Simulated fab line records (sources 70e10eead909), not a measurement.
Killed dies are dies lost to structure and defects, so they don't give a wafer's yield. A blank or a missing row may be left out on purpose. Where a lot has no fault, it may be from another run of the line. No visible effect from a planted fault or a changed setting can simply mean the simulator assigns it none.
Chamber matching | flow nandHarc | NHARC_A_CONTACT_DEP_58 on pecvd-03 has 3 sister chambers
The step deposits SiON, target thk 90 nm. 6 wafers are shown with their chamber, then 9 later ones without.

== WAFERS WITH THEIR CHAMBER ==
wafer  | chamber | heaterPowerW (W)
L084.1 | 0       | 690
L085.4 | 2       | 686
L085.6 | 1       | 747
L083.2 | 1       | 791
L083.3 | 2       | 723
L083.4 | 0       | 749

== WAFERS WITH NO CHAMBER GIVEN ==
wafer  | heaterPowerW (W)
L087.1 | 653
L087.2 | 786
L087.3 | 705
L091.1 | 793
L091.4 | 729
L091.5 | 800
L095.1 | 782
L095.4 | 763
L095.6 | 772

== WHICH CHAMBER EACH WENT THROUGH ==
wafer  | from the rows above          | in truth
L087.1 | can't be placed: 2 or 0 or 1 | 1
L087.2 | can't be placed: 1 or 0 or 2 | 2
L087.3 | can't be placed: 2 or 0 or 1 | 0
L091.1 | can't be placed: 1 or 0 or 2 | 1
L091.4 | can't be placed: 0 or 2 or 1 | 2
L091.5 | can't be placed: 1 or 0 or 2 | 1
L095.1 | can't be placed: 1 or 0 or 2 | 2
L095.4 | can't be placed: 1 or 0 or 2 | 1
L095.6 | can't be placed: 1 or 0 or 2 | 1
0 of 9 placed correctly. Unplaceable from these rows: 9, with the true chamber sitting among the candidates in 9. Number placed wrongly: 0.
How it was worked out, from the rows above alone: a wafer's distance from a chamber is the root of the sum, over the readings, of the square of ((its reading less the chamber's mean) divided by the reading's scatter). If the next closest chamber is less than 2 further off than the closest, the wafer can't be placed; otherwise it belongs to the closest. The mean given for a chamber averages the wafers shown for that chamber. The scatter: the root of (the sum of the squares of (reading less its chamber's mean) over the shown wafers, divided by (wafers less chambers)).
